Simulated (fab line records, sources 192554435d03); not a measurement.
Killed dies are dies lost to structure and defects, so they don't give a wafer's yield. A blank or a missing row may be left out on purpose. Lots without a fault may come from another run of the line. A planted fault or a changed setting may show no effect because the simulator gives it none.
A struck lot beside a sound one | flow n5_finfet | 38 steps out of a route of 1938
Sound: wafers L661.2, L661.5, L661.6. Struck: wafer L654.4. (L654.2 of the same lot was not struck and is left out.) The cause comes at the end.
At each step with rows: each side's tool, then ch and its chambers, then its first start. Under that, the readings that differ: sound wafers | struck wafers | difference of the means | sigmas: that difference in standard deviations of wafers without a fault.
alike: readings whose means differ by less than 2 such deviations, and words and numbers that are the same on both sides. not compared: withheld readings, readings that some wafer has no value for, bounds like >300 that may hide the same value, and numbers for which the record gives no deviation and whose values overlap.
The two part at a step that has a row with sigmas, a row that says differs or no value, or rows on one side only. Numbers that don't overlap but have no deviation are shown without sigmas and don't part them. A reading that every wafer of one side lacks parts them only if that side has two wafers or more.

first, 9 steps without rows for these wafers: N5_PMOS_HMC_CHANNEL_EPI_PRECLEAN_40 (cleans in DHF, time 30 s); N5_PMOS_HMC_CHANNEL_EPI_PRECLEAN_37 (cleans in O3/DIW, time 45 s); N5_PMOS_HMC_CHANNEL_EPI_PRECLEAN_24 (cleans in DHF, time 30 s); N5_PMOS_HMC_CHANNEL_EPI_SRD_25 (time 30 s); N5_PMOS_HMC_CHANNEL_EPI_EPI_26 (deposits Si from SiH4/H2, target thk 3.8 nm, time 22.7 s); N5_FIN_SAQP_PRECLEAN_42 (cleans in O3/DIW, time 60 s); N5_FIN_SAQP_PRECLEAN_00 (cleans in SC1, time 60 s); N5_FIN_SAQP_PRECLEAN_44 (cleans in SC2, time 45 s); N5_FIN_SAQP_SRD_01 (time 30 s).
N5_FIN_SAQP_ALD_61: deposits SiO2, target thk 4 nm, pulse time 1 s, purge time 2 s.
  sound on ald_sin-04 ch 1,2, day 7 14:24; struck on ald_sin-03 ch 0, day 5 20:22
  reading                                   | sound             | struck | difference | sigmas
  ald_cycles                                | 43 43 43          | 34     | -9         |
  model.SiO2_of_FIN_SAQP_ALD_61.thk_nm (nm) | 3.989 4.002 4.008 | 3.142  | -0.858     |
  alike: heater_power_w, precursor_pulse_height_rel
  not compared: since_wet_clean_h
then, 24 steps without rows for these wafers: N5_FIN_SAQP_DENSIFY_62 (time 60 s); N5_FIN_SAQP_HM_DEP_03 (deposits SiNx from SiH4/NH3/N2, target thk 38 nm, time 33.6 s); N5_FIN_SAQP_PECVD_47 (deposits a-Si from SiH4/He, target thk 45 nm, time 36.3 s); N5_FIN_SAQP_PECVD_48 (deposits SiNx from SiH4/NH3/N2, target thk 25 nm, time 22.1 s); N5_FIN_SAQP_PECVD_06 (deposits a-Si from SiH4/He, target thk 60 nm, time 48.1 s); N5_FIN_SAQP_HM_DEP_72 (deposits SiO2 from SiH4/N2O, target thk 12 nm, time 7.2 s); N5_FIN_SAQP_COAT_49 (time 60 s, resist thk 100 nm); N5_FIN_SAQP_COAT_50 (time 60 s, resist thk 35 nm); N5_FIN_SAQP_COAT_10 (resist thk 90 nm); N5_FIN_SAQP_EBR_12; N5_FIN_SAQP_SOFTBAKE_11 (time 60 s); N5_FIN_SAQP_EXPOSE_13 (exposes mask FIN CORE, target cd 35.6 nm); N5_FIN_SAQP_PEB_14 (peb time 60 s); N5_FIN_SAQP_DEVELOP_15 (develop time 30 s); N5_FIN_SAQP_DESCUM_21 (chemistry O2, time 7.9 s); N5_FIN_SAQP_ETCH_51 (etches SiARC in CF4, target depth 45.5 nm, time 75.8 s); N5_FIN_SAQP_ETCH_52 (etches SOC in N2/H2, target depth 100 nm, overetch 20 nm, time 150 s); N5_FIN_SAQP_STRIP_53 (strips in N2/H2); N5_FIN_SAQP_HM_OPEN_73 (chemistry CHF3/O2, target SiO2, stops on a-Si, target depth 12 nm, time 16.8 s); N5_FIN_SAQP_STRIP_74 (strips in CHF3/O2); N5_FIN_SAQP_MANDREL_ETCH_22 (etches a-Si in HBr/Cl2, stops on SiNx, target depth 60 nm, bt time 10 s, time 30 s); N5_FIN_SAQP_STRIP_55 (strips in N2/H2); N5_FIN_SAQP_STRIP_23 (strips in SPM, time 750 s); N5_FIN_SAQP_SRD_66 (time 30 s).
N5_FIN_CUT_CUT_ETCH_27: etches SiO2 in CHF3/O2, target depth 4 nm, overetch 2 nm, time 4.9 s.
  sound on rie_diel-02 ch 0,2,3, day 7 21:11; struck on rie_diel-02 ch 3, day 6 02:44
  reading                  | sound             | struck | difference | sigmas
  model.etch.depth_nm (nm) | 3.989 4.002 4.008 | 3.142  | -0.858     |
  alike: CHF3_flow_sccm, O2_flow_sccm, bias_w, drypump_motor_current_A, oes_product_au, rf_vpp_V, showerhead_plenum_p_Torr, throttle_valve_pct
  not compared: rf_hours_counter_h
N5_STI_FIN_REVEAL_STRIP_16: strips SiNx in H3PO4, target depth 23.8 nm.
  sound on wet_bench-02 ch 1,2,4, day 8 05:13; struck on wet_bench-01 ch 2, day 6 11:08
  reading                                   | sound       | struck | difference | sigmas
  model.SiO2_of_FIN_SAQP_ALD_61.thk_nm (nm) | 3.8 3.8 3.8 | 2.8    | -1.0       |
  alike: bath_guard_temp_C, bath_heat_duty_pct
-- the record jumps here: 7 days lie between the struck wafers' starts before and after (it left off in module STI_FIN_REVEAL and takes up again in module BEOL_M4, whose first step shown is number 1111 of the route) --
N5_BEOL_M4_RC_MEAS_101:
  sound on prober-01 ch 0, day 15 05:15; struck on prober-02 ch 0, day 13 16:05
  reading        | sound          | struck | difference | sigmas
  DIBL_N (mV/V)  | 38.0 38.4 39.5 | 34.1   | -4.5       | -2
  IOFF_N (nA/um) | 0.19 0.18 0.24 | 0.13   | -0.07      | -2
  IOFF_P (nA/um) | 0.22 0.24 0.29 | 0.17   | -0.08      | -2
  ION_N (uA/um)  | 691 679 702    | 663    | -28        | -2
  ION_P (uA/um)  | 470 466 484    | 456    | -17        | -2
  VT_P (mV)      | -248 -250 -247 | -255   | -7         | -2
  alike: DIBL_P, SS_N, SS_P, VT_N
then, 1 step without rows for these wafers: N5_PASSIVATION_PROBE_49.

WHERE THEY PART
Only at N5_BEOL_M4_RC_MEAS_101, within this record.

WHY: what the simulator had put in
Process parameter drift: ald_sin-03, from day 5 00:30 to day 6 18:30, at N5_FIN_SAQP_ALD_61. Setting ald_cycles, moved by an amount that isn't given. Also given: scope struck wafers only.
